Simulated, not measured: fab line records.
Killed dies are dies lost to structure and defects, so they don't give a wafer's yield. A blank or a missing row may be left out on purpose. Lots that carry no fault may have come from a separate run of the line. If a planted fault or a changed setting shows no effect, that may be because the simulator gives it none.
Chamber matching :: flow n5_finfet :: N5_FIN_SAQP_PECVD_48 on pecvd-02 has 3 sister chambers
The step deposits SiNx from SiH4/NH3/N2, target thk 25 nm, time 22.1 s. 6 wafers are shown with their chamber, then 7 later ones without.

## EACH WAFER AND ITS CHAMBER
wafer: L086.2
chamber: 0
showerhead_plenum_p_Torr (Torr): 5.20
throttle_valve_pct (%): 40.9

wafer: L088.2
chamber: 1
showerhead_plenum_p_Torr (Torr): 5.12
throttle_valve_pct (%): 39.4

wafer: L088.4
chamber: 2
showerhead_plenum_p_Torr (Torr): 5.20
throttle_valve_pct (%): 39.8

wafer: L088.5
chamber: 1
showerhead_plenum_p_Torr (Torr): 5.11
throttle_valve_pct (%): 39.6

wafer: L089.1
chamber: 0
showerhead_plenum_p_Torr (Torr): 5.21
throttle_valve_pct (%): 40.6

wafer: L089.5
chamber: 2
showerhead_plenum_p_Torr (Torr): 5.19
throttle_valve_pct (%): 39.9

## WAFERS WITHOUT THEIR CHAMBER
wafer: L089.6
showerhead_plenum_p_Torr (Torr): 5.20
throttle_valve_pct (%): 40.8

wafer: L093.1
showerhead_plenum_p_Torr (Torr): 5.21
throttle_valve_pct (%): 39.7

wafer: L093.4
showerhead_plenum_p_Torr (Torr): 5.09
throttle_valve_pct (%): 39.6

wafer: L093.6
showerhead_plenum_p_Torr (Torr): 5.22
throttle_valve_pct (%): 41.0

wafer: L096.1
showerhead_plenum_p_Torr (Torr): 5.21
throttle_valve_pct (%): 41.1

wafer: L096.4
showerhead_plenum_p_Torr (Torr): 5.20
throttle_valve_pct (%): 39.7

wafer: L096.5
showerhead_plenum_p_Torr (Torr): 5.20
throttle_valve_pct (%): 41.1

## EACH ONE'S CHAMBER
wafer: L089.6
from the rows above: 0
in truth: 0

wafer: L093.1
from the rows above: 2
in truth: 2

wafer: L093.4
from the rows above: 1
in truth: 1

wafer: L093.6
from the rows above: 0
in truth: 0

wafer: L096.1
from the rows above: 0
in truth: 0

wafer: L096.4
from the rows above: 2
in truth: 2

wafer: L096.5
from the rows above: 0
in truth: 0
7 of 7 placed correctly. Not placeable from these rows: 0. Placed wrongly: 0.
How it was worked out, from the rows above alone: a wafer's distance from a chamber is the root of the sum, over the readings, of the square of ((its reading less the chamber's mean) divided by the reading's scatter). The wafer belongs to the nearest chamber; if the next one is less than 2 further off, it can't be placed. Each chamber's mean is taken over the wafers shown for it. The scatter: take each reading less its chamber's mean, square it, sum over the shown wafers, divide by the number of wafers less the number of chambers, and take the root.
